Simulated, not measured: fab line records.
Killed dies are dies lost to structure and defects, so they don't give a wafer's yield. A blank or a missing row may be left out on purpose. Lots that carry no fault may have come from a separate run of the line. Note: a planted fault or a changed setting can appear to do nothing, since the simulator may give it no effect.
Comparing a struck lot with a sound one	flow n5-finfet	39 steps out of a route of 1938
Sound: these wafers, L150.1, L150.3, L150.6. Struck: wafer L149.4 (left out: L149.2, L149.5 of the same lot, which were not struck); the cause appears at the end.
Order at every step that has rows: each side's tool, ch and its chambers, its first start. Under that, the readings that differ: sound wafers	struck wafers	difference of the means	sigmas: that difference in standard deviations of wafers without a fault.
alike: readings with means less than 2 such deviations apart, plus words and numbers identical on both sides. not compared: withheld readings, readings lacking a value on some wafer, bounds such as >300 that could conceal the same value, and numbers that have no deviation in the record and whose values overlap.
The two part at a step that has a row with sigmas, a row that says differs or no value, or rows on one side only. When numbers do not overlap yet have no deviation, they are printed without sigmas and do not part them. Lack of a reading on every wafer of one side parts them only where that side has two or more wafers.

first, 9 steps without rows for these wafers: N5_DUMMY_GATE_EXPOSE_12 (exposes mask GATE, target cd 25 nm); N5_DUMMY_GATE_PEB_13 (peb time 60 s); N5_DUMMY_GATE_DEVELOP_14 (develop time 30 s); N5_DUMMY_GATE_DESCUM_20 (chemistry O2, time 6.2 s); N5_DUMMY_GATE_ETCH_29 (etches underlayer in N2/H2, target depth 13 nm); N5_DUMMY_GATE_ETCH_36 (etches SiARC in CF4, target depth 13 nm); N5_DUMMY_GATE_ETCH_37 (etches SOC in N2/H2, target depth 60 nm, overetch 30 nm); N5_DUMMY_GATE_STRIP_38 (strips in N2/H2); N5_DUMMY_GATE_STRIP_39 (strips in N2/H2).
N5_DUMMY_GATE_TRIM_49: chemistry O2, time 29 s, target cd 14 nm.
  sound on rie-si-06 ch 1,3, day 7 05:29; struck on rie-si-02 ch 3, day 7 02:37
reading	sound	struck	difference	sigmas
oes-product-au (a.u.)	1.007 1.037 1.043	1.302	+0.273	+11
model.DUMMY_GATE.cd-nm (nm)	13.4 14.4 13.8	9.8	-4.1	
  alike: drypump-motor-current-A, temp-c, throttle-valve-pct
  not compared: rf-hours-counter-h
then, 1 step without rows for these wafers: N5_DUMMY_GATE_STRIP_40 (strips in CF4).
N5_DUMMY_GATE_CD_MEAS_50 targets a cd of 14 nm.
  sound: cd-sem-02 at day 7 05:42; struck: cd-sem-01 at day 7 02:46
reading	sound	struck	difference	sigmas
cd-nm (nm)	13.0 14.4 13.8	9.6	-4.1	-11
then, 6 steps without rows for these wafers: N5_DUMMY_GATE_ETCH_31 (etches SiO2 in C4F6/O2, target depth 82.5 nm, time 27.5 s); N5_DUMMY_GATE_STRIP_41 (strips in O2); N5_DUMMY_GATE_HM_OPEN_21 (chemistry CH3F/O2, target SiNx, target depth 120 nm, time 171.4 s); N5_DUMMY_GATE_ETCH_32 (etches SiO2 in CF4, target depth 3.5 nm, time 3.9 s); N5_DUMMY_GATE_ETCH_23 (etches poly-Si in HBr/Cl2/O2, target depth 41 nm, time 22.3 s); N5_DUMMY_GATE_ETCH_44 (etches poly-Si in HBr/O2, stops on SiO2, target depth 127.5 nm).
N5_DUMMY_GATE_CD_MEAS_24 targets a cd of 15 nm.
  sound: cd-sem-03 at day 7 06:14; struck: cd-sem-02 at day 7 03:16
reading	sound	struck	difference	sigmas
cd-nm (nm)	14.6 15.2 15.0	10.8	-4.1	-11
N5_DUMMY_GATE_ETCH_42: etches SiO2 in CHF3/O2, target depth 3.5 nm, time 31 s.
  sound on rie-diel-01 ch 0,1, day 7 06:17; struck on rie-diel-04 ch 1, day 7 03:19
reading	sound	struck	difference	sigmas
bias-w (W)	11.94 12.03 11.99	12.09	+0.10	+3
drypump-motor-current-A (A)	5.6 5.3 5.6	6.5	+1.0	+3
model.DUMMY_GATE.cd-nm (nm)	14.4 15.2 15.2	10.8	-4.1	
  alike: oes-product-au, rf-vpp-V, showerhead-plenum-p-Torr, throttle-valve-pct
  not compared: rf-hours-counter-h
then, 17 steps without rows for these wafers: N5_DUMMY_GATE_STRIP_48 (strips in N2/H2, time 20 s); N5_DUMMY_GATE_PRECLEAN_33 (cleans in dHF, time 10 s); N5_DUMMY_GATE_PRECLEAN_25 (cleans in O3/DIW, time 45 s); N5_DUMMY_GATE_PRECLEAN_51 (cleans in SC2, time 45 s); N5_DUMMY_GATE_SRD_26 (time 30 s); N5_DUMMY_GATE_UV_OZONE_45 (time 120 s); N5_SPACER0_ALD_07 (deposits SiNx, target thk 2 nm); N5_SPACER0_ALD_00 (deposits SiOCN, target thk 3.5 nm, pulse time 3 s, purge time 2 s); N5_SPACER0_ALD_08 (deposits SiNx, target thk 2 nm); N5_SD_EPI_N_COAT_32 (time 60 s, resist thk 350 nm); N5_SD_EPI_N_COAT_33 (time 60 s, resist thk 35 nm); N5_SD_EPI_N_COAT_03 (resist thk 150 nm); N5_SD_EPI_N_EBR_05; N5_SD_EPI_N_SOFTBAKE_04 (time 60 s); N5_SD_EPI_N_EXPOSE_06 (exposes mask SD N BLK, target cd 120 nm); N5_SD_EPI_N_PEB_07 (peb time 60 s); N5_SD_EPI_N_DEVELOP_08 (develop time 30 s).
N5_BEOL_M4_RC_MEAS_101:
  the record has rows for the sound wafers here (prober-02 ch 0, day 12 00:14) and none for the struck ones
-- the record jumps here: 9 days lie between the struck wafers' starts before and after (it left off in module BEOL_M4 and takes up again in module PASSIVATION, whose first step shown is number 1936 of the route) --
N5_PASSIVATION_PROBE_49:
  sound: prober-01 at day 16 09:16; struck: prober-01 at day 16 09:07
reading	sound	struck	difference	sigmas
defect-limited-yield (%)	91.2 92.7 92.9	0.2	-92.1	-66
killed-at-front-end	55 28 34	1110	+1071	+89
killed-dies	104 86 84	1178	+1087	+64
killed-on-rim	13 11 9	151	+140	+34
sort_bin_4_leakage (%)	0 0 0	0.08	+0.08	+4
sort_bin_5_function (%)	4.8 4.7 4.2	96.1	+91.5	+99 or more
sort-n-pass	1076 1094 1096	1	-1088	-64
sort-yield-pct (%)	91.2 92.7 92.9	0.1	-92.2	-66
  alike: killed_at_M0_to_M3, killed_at_M4_up, killed-at-contacts, killed-at-other, killed-open, killed-short, sort_bin_6_memory

WHERE THEY PART
First at N5_DUMMY_GATE_TRIM_49; last, within this record, at N5_PASSIVATION_PROBE_49.

WHY: the cause the simulator had injected
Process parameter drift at N5_DUMMY_GATE_TRIM_49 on rie-si-02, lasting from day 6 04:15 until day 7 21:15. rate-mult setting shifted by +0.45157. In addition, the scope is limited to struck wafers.
